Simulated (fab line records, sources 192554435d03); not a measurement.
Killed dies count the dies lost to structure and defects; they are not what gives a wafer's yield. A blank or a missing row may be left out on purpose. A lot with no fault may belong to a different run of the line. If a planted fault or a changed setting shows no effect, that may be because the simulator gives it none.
fab line records + flow n5Finfet
[record]
- lots = 5
- wafers = 15
- lastDay = 17
route steps=1938 shown BEOL_M15@1802
lots that met no fault: from a run of the same line without faults
startH: the number of hours between the record's first day and the start of the first shown wafer of the lot + waitH: hours from the lot's prior step to this one + " as in the row above + L1.1+2: one row covering several wafers at once + - value missing, or start not given + * or withheld: withheld + < > ~ a bound
route shown NAME@n: NAME is a module with steps in the file, n the number in the route of the first one + usual: average and standard deviation across the fault-free wafers + same: alike in all rows + chamber/n: place in a boat + sites: the reading at each site + _std_site: standard deviation of those values + _edge_site: the outer-site mean with the inner-site mean subtracted + radiusMm: for every site, how far away it sits from the centre of the wafer + mask NAME#n: copy n + behind: tool/chamber where the wafer was last shaped + hold: cause of the lot's hold/its duration in hours/its outcome + device: transistor that didn't switch, given as n, p or np + end of line: the tests these same wafers got at the end of their route + where a step has no rows: the recipe by itself + killed: dies that structure and defects cost at the first sort, which is not the same as the wafer's yield + map: the dies of a wafer, with x for killed, . for not killed, _ for no die there
set.NAME: the setting that was run; set.NAME@STEP: the one run at that earlier step + model.NAME: the simulator's own value behind a step, which no gauge read
lots at some steps of the route; a table a step, a row a wafer
services: from which hour (startH, from the record's first day; less than 0 if before it) a tool's chamber was out of use, for how many hours, and why
[[steps]]
[step N5_BEOL_M15_DEVELOP_27]
[recipe]
- developTimeS = 45
- rinseLiquid = diw
- dry = airSpin
- devTempC = 21
[step N5_BEOL_M15_HARDBAKE_32]
[recipe]
- tempC = 130
- timeS = 120
[step N5_BEOL_M15_CD_MEAS_28]
[recipe]
- targetCdNm = 407.6
- landingEnergyEv = 500
- detector = seInlens
[usual]
- cdNm = 409.5/1.8
| lot.wafer | tool     | chamber | startH | waitH | cdNm  |
|-----------|----------|---------|--------|-------|-------|
| L985.1    | cdSem-02 | 0       | 273.03 | -     | 406.3 |
| L985.2    | "        | 0       | "      | "     | 406.7 |
| L985.6    | "        | 0       | "      | "     | 407.2 |
| L992.2    | cdSem-02 | 0       | 312.28 | -     | 405.5 |
| L992.3    | "        | 0       | "      | "     | 407.5 |
| L992.5    | "        | 0       | "      | "     | 408.7 |
| L997.3    | cdSem-01 | 0       | 351.12 | -     | 408.7 |
| L997.5    | "        | 0       | "      | "     | 412.9 |
| L997.6    | "        | 0       | "      | "     | 413.4 |
| L104.1    | cdSem-02 | 0       | 388.50 | -     | 410.3 |
| L104.2    | "        | 0       | "      | "     | 408.2 |
| L104.6    | "        | 0       | "      | "     | 407.8 |
| L106.2    | cdSem-02 | 0       | 401.81 | -     | 410.9 |
| L106.4    | "        | 0       | "      | "     | 411.2 |
| L106.6    | "        | 0       | "      | "     | 411.5 |
[step N5_BEOL_M15_OVL_MEAS_29]
[recipe]
- pointsPerWafer = 44
[usual]
- M15_OVL = 2/4.7
[same]
- pointsPerWafer = 44
| lot.wafer | tool       | chamber | startH | waitH | M15_OVL[nm] |
|-----------|------------|---------|--------|-------|-------------|
| L985.1    | overlay-02 | 0       | 273.06 | 0.0   | 10          |
| L985.2    | "          | 0       | "      | "     | 12          |
| L985.6    | "          | 0       | "      | "     | 4           |
| L992.2    | overlay-02 | 0       | 312.31 | 0.0   | 10          |
| L992.3    | "          | 0       | "      | "     | 18          |
| L992.5    | "          | 0       | "      | "     | 8           |
| L997.3    | overlay-01 | 0       | 351.15 | 0.0   | 2           |
| L997.5    | "          | 0       | "      | "     | 1           |
| L997.6    | "          | 0       | "      | "     | -3          |
| L104.1    | overlay-02 | 0       | 388.53 | 0.0   | 4           |
| L104.2    | "          | 0       | "      | "     | 2           |
| L104.6    | "          | 0       | "      | "     | 2           |
| L106.2    | overlay-02 | 0       | 401.84 | 0.0   | 1           |
| L106.4    | "          | 0       | "      | "     | 1           |
| L106.6    | "          | 0       | "      | "     | 3           |
[step N5_BEOL_M15_INSPECT_30]
[recipe]
- mode = adi
- inspectInstrument = macro
[usual]
- rawDefectCount = 2.1/1.4
| lot.wafer | tool             | chamber | startH | waitH | rawDefectCount |
|-----------|------------------|---------|--------|-------|----------------|
| L985.1    | defectInspect-02 | -       | 273.08 | 0.0   | 2              |
| L985.2    | "                | -       | "      | "     | 1              |
| L985.6    | "                | -       | "      | "     | 0              |
| L992.2    | defectInspect-02 | -       | 312.34 | 0.0   | 3              |
| L992.3    | "                | -       | "      | "     | 2              |
| L992.5    | "                | -       | "      | "     | 1              |
| L997.3    | defectInspect-02 | -       | 351.17 | 0.0   | 2              |
| L997.5    | "                | -       | "      | "     | 1              |
| L997.6    | "                | -       | "      | "     | 3              |
| L104.1    | defectInspect-02 | -       | 388.55 | 0.0   | 0              |
| L104.2    | "                | -       | "      | "     | 0              |
| L104.6    | "                | -       | "      | "     | 1              |
| L106.2    | defectInspect-02 | -       | 401.87 | 0.0   | 0              |
| L106.4    | "                | -       | "      | "     | 0              |
| L106.6    | "                | -       | "      | "     | 2              |
[step N5_BEOL_M15_DESCUM_33]
[recipe]
- chemistry = O2
- timeS = 7.9
- sourcePowerW = 50
- biasPowerW = 20
- pressureMtorr = 20
- rfFrequencyHz = 2.712e+07
- tempC = 40
- o2FlowSccm = 225
[usual]
- drypumpMotorCurrentA = 5.8/0.38
- oesProductAu = 0.79/0.097
- rfVppV = 242.7/1.5
- showerheadPlenumPTorr = 2.06/0.085
- throttleValvePct = 20.48/0.3
| lot.wafer | tool       | chamber | startH | waitH | drypumpMotorCurrentA | oesProductAu | rfHoursCounterH | rfVppV | showerheadPlenumPTorr | throttleValvePct |
|-----------|------------|---------|--------|-------|----------------------|--------------|-----------------|--------|-----------------------|------------------|
| L985.1    | rieDiel-01 | 3       | 273.33 | 0.3   | 5.6                  | 0.70         | 219             | 243.9  | 2.17                  | 20.77            |
| L985.2    | "          | 1       | "      | "     | 6.1                  | 0.68         | 241             | 241.5  | 2.05                  | 20.69            |
| L985.6    | "          | 3       | "      | "     | 5.6                  | 0.68         | -               | 243.3  | 2.17                  | 20.76            |
| L992.2    | rieDiel-01 | 0       | 312.37 | 0.0   | 6.2                  | 0.69         | 251             | 240.9  | 1.97                  | 20.64            |
| L992.3    | "          | 3       | "      | "     | 5.6                  | 0.69         | 233             | 243.9  | 2.16                  | 20.77            |
| L992.5    | "          | 0       | "      | "     | 6.2                  | 0.68         | -               | 240.1  | 1.97                  | 20.64            |
| L997.3    | rieDiel-01 | 3       | 351.33 | 0.2   | 5.6                  | 0.68         | 249             | 244.8  | 2.16                  | 20.81            |
| L997.5    | "          | 3       | "      | "     | 5.6                  | 0.68         | -               | 243.1  | 2.16                  | 20.80            |
| L997.6    | "          | 2       | "      | "     | 5.2                  | 0.83         | -               | 242.0  | 2.04                  | 20.42            |
| L104.1    | rieDiel-05 | 1       | 388.98 | 0.4   | 6.0                  | 0.69         | 233             | 242.8  | 2.06                  | 20.28            |
| L104.2    | "          | 2       | "      | "     | 6.2                  | 0.88         | 37              | 244.2  | 2.23                  | 19.98            |
| L104.6    | "          | 2       | "      | "     | 6.2                  | 0.88         | -               | 245.2  | 2.23                  | 19.98            |
| L106.2    | rieDiel-01 | 0       | 401.98 | 0.1   | 6.2                  | 0.90         | 16              | 246.3  | 2.23                  | 20.15            |
| L106.4    | "          | 1       | "      | "     | 6.1                  | 0.89         | 26              | 242.3  | 2.04                  | 20.35            |
| L106.6    | "          | 2       | "      | "     | 5.2                  | 0.80         | -               | 240.8  | 2.03                  | 20.46            |
[step N5_BEOL_M15_ETCH_61]
[recipe]
- chemistry = N2/H2
- target = BARC
- targetDepthA = 890
- overetchA = 267
- timeS = 67.9
- ionEnergyEv = 200
- pressureMtorr = 30
- sourceW = 840
- biasW = 150
- n2FlowSccm = 200
- h2FlowSccm = 200
[usual]
- drypumpMotorCurrentA = 5.8/0.38
- oesProductAu = 0.67/0.078
- rfVppV = 523.0/2.9
- showerheadPlenumPTorr = 2.51/0.1
- throttleValvePct = 18.0/0.35
| lot.wafer | tool       | chamber | startH | waitH | drypumpMotorCurrentA | oesProductAu | rfHoursCounterH | rfVppV | showerheadPlenumPTorr | throttleValvePct |
|-----------|------------|---------|--------|-------|----------------------|--------------|-----------------|--------|-----------------------|------------------|
| L985.1    | rieDiel-01 | 3       | 273.37 | 0.0   | 5.6                  | 0.59         | 219             | 526.6  | 2.61                  | 18.1             |
| L985.2    | "          | 1       | "      | "     | 6.1                  | 0.60         | 241             | 523.0  | 2.49                  | 18.1             |
| L985.6    | "          | 3       | "      | "     | 5.6                  | 0.59         | -               | 526.8  | 2.61                  | 18.1             |
| L992.2    | rieDiel-01 | 0       | 312.40 | 0.0   | 6.2                  | 0.59         | 251             | 519.3  | 2.39                  | 18.2             |
| L992.3    | "          | 3       | "      | "     | 5.6                  | 0.58         | 233             | 525.6  | 2.60                  | 18.1             |
| L992.5    | "          | 0       | "      | "     | 6.2                  | 0.59         | -               | 519.8  | 2.39                  | 18.2             |
| L997.3    | rieDiel-01 | 3       | 351.36 | 0.0   | 5.6                  | 0.58         | 249             | 525.7  | 2.60                  | 18.1             |
| L997.5    | "          | 3       | "      | "     | 5.7                  | 0.58         | -               | 524.7  | 2.60                  | 18.2             |
| L997.6    | "          | 2       | "      | "     | 5.3                  | 0.71         | -               | 521.6  | 2.46                  | 17.8             |
| L104.1    | rieDiel-05 | 1       | 389.02 | 0.0   | 6.0                  | 0.60         | 233             | 521.5  | 2.50                  | 17.8             |
| L104.2    | "          | 2       | "      | "     | 6.2                  | 0.74         | 37              | 528.7  | 2.69                  | 17.2             |
| L104.6    | "          | 2       | "      | "     | 6.2                  | 0.74         | -               | 526.9  | 2.69                  | 17.2             |
| L106.2    | rieDiel-01 | 0       | 402.02 | 0.0   | 6.2                  | 0.77         | 16              | 529.5  | 2.70                  | 17.7             |
| L106.4    | "          | 1       | "      | "     | 6.1                  | 0.76         | 26              | 520.6  | 2.48                  | 17.8             |
| L106.6    | "          | 2       | "      | "     | 5.3                  | 0.69         | -               | 521.4  | 2.46                  | 17.9             |
[step N5_BEOL_M15_TRENCH_ETCH_34]
[recipe]
- chemistry = C4F8/O2/Ar
- target = SiO2
- targetDepthA = 8729.3
- heInnerTorr = 15
- heOuterTorr = 30
- timeS = 199
- ionEnergyEv = 800
- pressureMtorr = 20
- sourceW = 1905
- biasW = 2040
- Ar_flow_sccm = 400
- C4F8_flow_sccm = 16
- O2_flow_sccm = 12
[step N5_BEOL_M15_STRIP_36]
[recipe]
- chemistry = O2
- powerW = 600
- tempC = 60
- pressureMtorr = 30
- rfFrequencyHz = 6e+07
- biasPowerW = 0
- overashFraction = 0.3
- o2FlowSccm = 225
[step N5_BEOL_M15_STRIP_62]
[recipe]
- chemistry = O2
- powerW = 600
- tempC = 60
- pressureMtorr = 30
- rfFrequencyHz = 6e+07
- biasPowerW = 0
- overashFraction = 0.3
- o2FlowSccm = 225
[step N5_BEOL_M15_STRIP_37]
[recipe]
- chemistry = O2
- powerW = 600
- tempC = 60
- pressureMtorr = 30
- rfFrequencyHz = 6e+07
- biasPowerW = 0
- overashFraction = 0.3
- o2FlowSccm = 225
[step N5_BEOL_M15_ETCH_38]
[recipe]
- chemistry = CF4/N2
- target = SiCN
- targetDepthA = 1064
- taperDeg = 2
- timeS = 120.5
- ionEnergyEv = 150
- maskMaterial = SiO2
- pressureMtorr = 40
- sourceW = 430
- biasW = 70
- Ar_flow_sccm = 100
- cf4FlowSccm = 60
- n2FlowSccm = 60
[usual]
- drypumpMotorCurrentA = 5.9/0.38
- oesProductAu = 0.82/0.11
- rfVppV = 382.5/2.3
- showerheadPlenumPTorr = 2.22/0.093
- throttleValvePct = 15.4/0.3
| lot.wafer | tool       | chamber | startH | waitH | drypumpMotorCurrentA | oesProductAu | rfHoursCounterH | rfVppV | showerheadPlenumPTorr | throttleValvePct | model.etch.depthNm | model.SiO2_of_BEOL_M15_ILD_DEP_00.thkNm |
|-----------|------------|---------|--------|-------|----------------------|--------------|-----------------|--------|-----------------------|------------------|--------------------|-----------------------------------------|
| L985.1    | rieDiel-01 | 1       | 275.86 | -     | 6.1                  | 0.67         | 242             | 381.6  | 2.17                  | 15.7             | 89.73              | 1546                                    |
| L985.2    | "          | 0       | "      | "     | 6.2                  | 0.69         | 238             | 380.4  | 2.09                  | 15.6             | 95.13              | 1565                                    |
| L985.6    | "          | 3       | "      | "     | 5.6                  | 0.71         | -               | 384.9  | 2.28                  | 15.7             | 98.67              | 1588                                    |
| L992.2    | rieDiel-05 | 0       | 315.64 | -     | 6.4                  | 0.88         | 38              | 385.7  | 2.34                  | 15.6             | 97.88              | 1581                                    |
| L992.3    | "          | 1       | "      | "     | 6.0                  | 0.71         | 211             | 381.4  | 2.19                  | 15.4             | 97.17              | 1569                                    |
| L992.5    | "          | 2       | "      | "     | 6.2                  | 0.94         | -               | 386.0  | 2.35                  | 14.9             | 100.9              | 1590                                    |
| L997.3    | rieDiel-01 | 3       | 353.91 | -     | 5.6                  | 0.69         | 250             | 384.9  | 2.26                  | 15.8             | 98.95              | 1581                                    |
| L997.5    | "          | 0       | "      | "     | 6.2                  | 1.28         | -               | 385.0  | 2.35                  | 15.1             | 148.9              | 1551                                    |
| L997.6    | "          | 3       | "      | "     | 5.6                  | 0.93         | -               | 384.4  | 2.27                  | 15.8             | 153.2              | 1549                                    |
| L104.1    | rieDiel-06 | 3       | 390.57 | -     | 6.2                  | 0.69         | 223             | 381.8  | 2.18                  | 16.0             | 94.68              | 1556                                    |
| L104.2    | "          | 0       | "      | "     | 5.7                  | 0.71         | 223             | 382.1  | 2.19                  | 15.7             | 95.05              | 1550                                    |
| L104.6    | "          | 1       | "      | "     | 5.2                  | 0.88         | -               | 382.8  | 2.16                  | 15.0             | 99.45              | 1558                                    |
| L106.2    | rieDiel-06 | 0       | 403.08 | -     | 5.6                  | 0.70         | 226             | 381.8  | 2.18                  | 15.7             | 93.97              | 1542                                    |
| L106.4    | "          | 1       | "      | "     | 5.2                  | 0.88         | 38              | 380.8  | 2.16                  | 15.0             | 100.4              | 1570                                    |
| L106.6    | "          | 3       | "      | "     | 6.2                  | 0.69         | -               | 380.7  | 2.18                  | 16.0             | 94.34              | 1571                                    |
[step N5_BEOL_M15_PRECLEAN_39]
[recipe]
- chemistry = residueRemover
- timeS = 60
- tempC = 40
[step N5_BEOL_M15_SRD_40]
[recipe]
- timeS = 30
- tempC = 23
- rinseLiquid = diw
- dry = n2Spin
- spinRpm = 1500
- dryTimeS = 30
[step N5_BEOL_M15_DEGAS_41]
[recipe]
- ambient = vacuum
- tempC = 300
- timeS = 60
[usual]
- heaterPowerW = 461/49
| lot.wafer | tool          | chamber | startH | waitH | heaterPowerW |
|-----------|---------------|---------|--------|-------|--------------|
| L985.1    | pvdSputter-03 | -       | 276.32 | 0.3   | 435          |
| L985.2    | "             | -       | "      | "     | 447          |
| L985.6    | "             | -       | "      | "     | 443          |
| L992.2    | pvdSputter-01 | -       | 316.11 | 0.3   | 480          |
| L992.3    | "             | -       | "      | "     | 467          |
| L992.5    | "             | -       | "      | "     | 460          |
| L997.3    | pvdSputter-01 | -       | 354.53 | 0.4   | 469          |
| L997.5    | "             | -       | "      | "     | 471          |
| L997.6    | "             | -       | "      | "     | 467          |
| L104.1    | pvdSputter-01 | -       | 393.08 | 2.3   | 474          |
| L104.2    | "             | -       | "      | "     | 471          |
| L104.6    | "             | -       | "      | "     | 439          |
| L106.2    | pvdSputter-03 | -       | 403.39 | 0.1   | 437          |
| L106.4    | "             | -       | "      | "     | 580          |
| L106.6    | "             | -       | "      | "     | 585          |
[step N5_BEOL_M15_PRE_CLEAN_42]
[recipe]
- gas = H2/He
- timeS = 30
- tempC = 300
[step N5_BEOL_M15_SPUTTER_43]
[recipe]
- material = TaN
- targetThkA = 150
- tempC = 50
- biasV = 168.6
- powerW = 15000
- chamberPressurePa = 0.12
- timeS = 24.19
[usual]
- throttleValvePct = 29.8/1.1
| lot.wafer | tool          | chamber | startH | waitH | throttleValvePct |
|-----------|---------------|---------|--------|-------|------------------|
| L985.1    | pvdSputter-03 | -       | 276.40 | 0.0   | 31.2             |
| L985.2    | "             | -       | "      | "     | 31.5             |
| L985.6    | "             | -       | "      | "     | 31.6             |
| L992.2    | pvdSputter-01 | -       | 316.19 | 0.0   | 28.6             |
| L992.3    | "             | -       | "      | "     | 31.0             |
| L992.5    | "             | -       | "      | "     | 28.5             |
| L997.3    | pvdSputter-01 | -       | 354.61 | 0.0   | 30.7             |
| L997.5    | "             | -       | "      | "     | 30.9             |
| L997.6    | "             | -       | "      | "     | 28.7             |
| L104.1    | pvdSputter-01 | -       | 393.16 | 0.0   | 30.8             |
| L104.2    | "             | -       | "      | "     | 28.9             |
| L104.6    | "             | -       | "      | "     | 29.0             |
| L106.2    | pvdSputter-03 | -       | 403.47 | 0.0   | 31.4             |
| L106.4    | "             | -       | "      | "     | 29.4             |
| L106.6    | "             | -       | "      | "     | 29.8             |
[step N5_BEOL_M15_SPUTTER_44]
[recipe]
- material = Ta
- targetThkA = 150
- tempC = 50
- biasV = 80
- powerW = 15000
- chamberPressurePa = 0.07
- timeS = 24.19
[step N5_BEOL_M15_SPUTTER_45]
[recipe]
- material = Cu
- targetThkA = 1000
- tempC = -20
- biasV = 60
- powerW = 26000
- chamberPressurePa = 0.13
- timeS = 16.67
[step N5_BEOL_M15_ECD_47]
[recipe]
- material = Cu
- targetThkA = 18600
[step N5_BEOL_M15_ANNEAL_48]
[recipe]
- tempC = 225
- timeS = 90
- ambient = N2
[usual]
- wafer_temp_C_max = 226.10/0.3
| lot.wafer | tool         | chamber | startH | waitH | wafer_temp_C_max |
|-----------|--------------|---------|--------|-------|------------------|
| L985.1    | rtpAnneal-02 | 0       | 276.92 | 0.2   | 226.25           |
| L985.2    | "            | 0       | "      | "     | 226.37           |
| L985.6    | "            | 0       | "      | "     | 226.57           |
| L992.2    | rtpAnneal-01 | 0       | 317.22 | 0.7   | 225.81           |
| L992.3    | "            | 0       | "      | "     | 226.11           |
| L992.5    | "            | 0       | "      | "     | 225.99           |
| L997.3    | rtpAnneal-02 | 0       | 355.39 | 0.4   | 225.83           |
| L997.5    | "            | 0       | "      | "     | 225.71           |
| L997.6    | "            | 0       | "      | "     | 225.97           |
| L104.1    | rtpAnneal-02 | 0       | 393.68 | 0.2   | 226.06           |
| L104.2    | "            | 0       | "      | "     | 226.18           |
| L104.6    | "            | 0       | "      | "     | 226.44           |
| L106.2    | rtpAnneal-02 | 0       | 404.03 | 0.2   | 226.44           |
| L106.4    | "            | 0       | "      | "     | 226.71           |
| L106.6    | "            | 0       | "      | "     | 226.71           |
[step N5_BEOL_M15_CMP_49]
[recipe]
- stopOn = SiO2
- tOverpolishS = 4.9
- downForcePsi = 2
- platenRpm = 80
- clearingPlatenDownForcePsi = 2
- clearingPlatenRpm = 80
- postCmpClean = cuAlkaline
- targetThkNm = 850
- clearingPlatenPadVelocityMS = 1.5917
- padVelocityMS = 1.5917
[usual]
- barrierFieldEndpointS = 11.57/0.23
- motorCurrentA = 8.0/0.63
- overpolishRunS = 4.899/0.009
- padLifeWafers = 968/750
- retainingRingPressureFrac = 1.000/0.0042
| lot.wafer | tool   | chamber | startH | waitH | barrierFieldEndpointS | motorCurrentA | overpolishRunS | padLifeWafers | retainingRingPressureFrac | model.SiO2_of_BEOL_M15_ILD_DEP_00.thkNm |
|-----------|--------|---------|--------|-------|-----------------------|---------------|----------------|---------------|---------------------------|-----------------------------------------|
| L985.1    | cmp-04 | 3       | 277.22 | 0.3   | 11.74                 | 8.7           | 4.896          | 1830          | 0.991                     | 1531                                    |
| L985.2    | "      | 1       | "      | "     | 11.50                 | 8.5           | 4.882          | 1832          | 1.001                     | 1550                                    |
| L985.6    | "      | 3       | "      | "     | 11.67                 | 8.9           | 4.887          | -             | 0.998                     | 1573                                    |
| L992.2    | cmp-02 | 3       | 317.47 | 0.2   | 11.50                 | 7.0           | 4.913          | 1890          | 1.003                     | 1566                                    |
| L992.3    | "      | 2       | "      | "     | 11.46                 | 9.1           | 4.903          | 1893          | 0.999                     | 1554                                    |
| L992.5    | "      | 3       | "      | "     | 11.55                 | 6.9           | 4.889          | -             | 1.001                     | 1575                                    |
| L997.3    | cmp-04 | 0       | 355.65 | 0.2   | 11.46                 | 7.6           | 4.907          | 565           | 0.991                     | 1566                                    |
| L997.5    | "      | 3       | "      | "     | 11.76                 | 8.6           | 4.904          | -             | 1.006                     | 1536                                    |
| L997.6    | "      | 0       | "      | "     | 11.28                 | 7.6           | 4.898          | -             | 1.003                     | 1534                                    |
| L104.2    | cmp-03 | 0       | 394.03 | 0.3   | 11.73                 | 8.2           | 4.899          | 445           | 1.001                     | 1535                                    |
| L104.1    | "      | 1       | "      | "     | 11.89                 | 8.3           | 4.911          | 446           | 0.999                     | 1541                                    |
| L104.6    | "      | 3       | "      | "     | 11.25                 | 7.2           | 4.913          | -             | 1.001                     | 1543                                    |
| L106.2    | cmp-04 | 0       | 404.32 | 0.2   | 11.83                 | 7.8           | 4.901          | 937           | 1.006                     | 1527                                    |
| L106.4    | "      | 1       | "      | "     | 11.57                 | 8.1           | 4.908          | 938           | 1.000                     | 1555                                    |
| L106.6    | "      | 3       | "      | "     | 11.85                 | 8.2           | 4.887          | -             | 1.005                     | 1556                                    |
[step N5_BEOL_M15_THK_MEAS_50]
[recipe]
- thkMeasGauge = xrf
- reads = Cu_of_BEOL_M15_ECD_47
[usual]
- M15_THK = 838/20
| lot.wafer | tool         | chamber | startH | waitH | M15_THK[nm] |
|-----------|--------------|---------|--------|-------|-------------|
| L985.1    | filmMetro-01 | -       | 277.51 | -     | 856         |
| L985.2    | "            | -       | "      | "     | 798         |
| L985.6    | "            | -       | "      | "     | 847         |
| L992.2    | filmMetro-01 | -       | 317.76 | -     | 834         |
| L992.3    | "            | -       | "      | "     | 842         |
| L992.5    | "            | -       | "      | "     | 823         |
| L997.3    | filmMetro-01 | -       | 355.91 | -     | 853         |
| L997.5    | "            | -       | "      | "     | 851         |
| L997.6    | "            | -       | "      | "     | 852         |
| L104.1    | filmMetro-02 | -       | 394.29 | -     | 847         |
| L104.2    | "            | -       | "      | "     | 891         |
| L104.6    | "            | -       | "      | "     | 878         |
| L106.2    | filmMetro-02 | -       | 404.58 | -     | 838         |
| L106.4    | "            | -       | "      | "     | 829         |
| L106.6    | "            | -       | "      | "     | 841         |
[[services]]
| tool          | chamber | startH | hours | kind                         |
|---------------|---------|--------|-------|------------------------------|
| rieDiel-01    | 0       | 249.43 | 3.8   | repair                       |
| cmp-03        | -       | 257.63 | 4.2   | repair                       |
| rieDiel-01    | 2       | 265.90 | 16.8  | repair                       |
| cmp-03        | -       | 273.75 | 2.2   | repair                       |
| cmp-03        | -       | 287.06 | 0.3   | repair                       |
| cmp-04        | -       | 291.40 | 4.0   | pm                           |
| rieDiel-01    | 1       | 303.50 | -     | clean                        |
| rieDiel-01    | 1       | 303.50 | -     | consumableReplace:focusRing  |
| rieDiel-01    | 1       | 303.50 | 23.9  | scheduledDown                |
| rieDiel-01    | 1       | 303.50 | 23.9  | ventCycle                    |
| cmp-03        | -       | 320.24 | 0.8   | repair                       |
| cmp-03        | -       | 322.89 | 7.7   | pm                           |
| rieDiel-01    | 0       | 327.72 | -     | clean                        |
| rieDiel-01    | 0       | 327.72 | -     | consumableReplace:focusRing  |
| rieDiel-01    | 0       | 327.72 | -     | consumableReplace:showerhead |
| rieDiel-01    | 0       | 327.72 | 23.3  | scheduledDown                |
| cmp-03        | -       | 333.23 | 4.0   | pm                           |
| cmp-02        | -       | 339.40 | 4.0   | pm                           |
| rtpAnneal-02  | -       | 350.01 | 2.3   | pm                           |
| pvdSputter-03 | -       | 364.90 | 3.4   | repair                       |
| rieDiel-05    | -       | 370.65 | 0.8   | repair                       |
| rieDiel-06    | 2       | 372.79 | 4.4   | repair                       |
| cmp-03        | -       | 396.08 | 1.0   | repair                       |
| rieDiel-05    | 0       | 404.30 | 1.6   | repair                       |
[[key]]
[firstSign]
- step = N5_BEOL_M15_ETCH_38
- reading = oesProductAu
- direction = up
- sigmas = 2.6
- usual = 0.82
- struck = 1.11
effect none on later readings
[modelEffect]
- step = N5_BEOL_M15_ETCH_38
- value = etch.depthNm
- without = 97.56
- struck = 151.1
[modelEffect]
- step = N5_BEOL_M15_CMP_49
- value = SiO2_of_BEOL_M15_ILD_DEP_00.thkNm
- without = 1571
- struck = 1535
metAt N5_BEOL_M15_ETCH_38
struckWafers L997.5,L997.6
onsetBetween 275.86 353.91
[fault]
- kind = processParameterDrift
- tool = rieDiel-01
- chamber = -
- onsetH = 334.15
- steps = N5_BEOL_M15_ETCH_38
- channel = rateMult
- offset = 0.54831
- shape = step
- endH = 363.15
- scope = struckWafersOnly
